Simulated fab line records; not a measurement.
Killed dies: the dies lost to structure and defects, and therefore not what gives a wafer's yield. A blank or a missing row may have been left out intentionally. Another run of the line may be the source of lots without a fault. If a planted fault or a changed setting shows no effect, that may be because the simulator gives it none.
Which of the tools did it? || flow n5 finfet || 30 wafers from 10 lots sampled at 2 of the route's 1938 steps

## WHAT THE GAUGES SHOWED, per wafer
N5_FIN_SAQP_THK_MEAS_05.
{"lot": "L112", "measured": "day 3 21:13", "on": "film metro-02", "thk nm (nm)": "38.0 37.4 39.0"}
{"lot": "L113", "measured": "day 4 03:29", "on": "film metro-02", "thk nm (nm)": "36.7 37.9 38.2"}
{"lot": "L115", "measured": "day 4 18:31", "on": "film metro-01", "thk nm (nm)": "37.5 37.8 37.9"}
{"lot": "L116", "measured": "day 4 23:23", "on": "film metro-01", "thk nm (nm)": "37.6 37.8 38.0"}
{"lot": "L118", "measured": "day 5 11:01", "on": "film metro-01", "thk nm (nm)": "37.7 38.0 37.7"}
{"lot": "L119", "measured": "day 5 16:43", "on": "film metro-01", "thk nm (nm)": "37.3 37.2 37.3"}
{"lot": "L121", "measured": "day 6 04:25", "on": "film metro-02", "thk nm (nm)": "37.3 38.2 37.9"}
{"lot": "L125", "measured": "day 7 03:05", "on": "film metro-02", "thk nm (nm)": "37.6 38.3 38.1"}
{"lot": "L126", "measured": "day 7 09:37", "on": "film metro-01", "thk nm (nm)": "38.3 38.4 38.5"}
{"lot": "L127", "measured": "day 7 15:10", "on": "film metro-02", "thk nm (nm)": "38.1 38.1 37.5"}

## WHICH TOOL RAN EACH LOT (tool, then ch and the chambers of the sampled wafers, then the start)
{"lot": "L112", "N5_FIN_SAQP_DENSIFY_62": "rtp anneal-01 ch 0, day 3 20:55"}
{"lot": "L113", "N5_FIN_SAQP_DENSIFY_62": "rtp anneal-01 ch 0, day 4 03:13"}
{"lot": "L115", "N5_FIN_SAQP_DENSIFY_62": "rtp anneal-01 ch 0, day 4 18:13"}
{"lot": "L116", "N5_FIN_SAQP_DENSIFY_62": "rtp anneal-01 ch 0, day 4 23:05"}
{"lot": "L118", "N5_FIN_SAQP_DENSIFY_62": "rtp anneal-01 ch 0, day 5 10:43"}
{"lot": "L119", "N5_FIN_SAQP_DENSIFY_62": "rtp anneal-02 ch 0, day 5 16:25"}
{"lot": "L121", "N5_FIN_SAQP_DENSIFY_62": "rtp anneal-02 ch 0, day 6 04:07"}
{"lot": "L125", "N5_FIN_SAQP_DENSIFY_62": "rtp anneal-02 ch 0, day 7 02:50"}
{"lot": "L126", "N5_FIN_SAQP_DENSIFY_62": "rtp anneal-02 ch 0, day 7 09:19"}
{"lot": "L127", "N5_FIN_SAQP_DENSIFY_62": "rtp anneal-02 ch 0, day 7 14:55"}
- N5_FIN_SAQP_DENSIFY_62: time 60 s.

## THE ANSWER, worked out from the rows above alone
Rule: what is usual is taken from the lots themselves. The widest of any qualifying gaps counts: lots, ordered by their means at a reading, are off when they make up no more than a third of the lots, leave a main group of 4 or more, and stand apart from it by 3 or more times the standard deviation of that group's means. The tables above print the reading to a certain number of digits; a main group whose means all agree to those digits is not used. A lot without any number at a reading at which 4 lots or more have one is off too. All remaining lots with rows at the step are treated as sound.
Nothing can be told from this: no lot is off at any reading shown.

## WHAT THE SIMULATOR HAD PUT IN
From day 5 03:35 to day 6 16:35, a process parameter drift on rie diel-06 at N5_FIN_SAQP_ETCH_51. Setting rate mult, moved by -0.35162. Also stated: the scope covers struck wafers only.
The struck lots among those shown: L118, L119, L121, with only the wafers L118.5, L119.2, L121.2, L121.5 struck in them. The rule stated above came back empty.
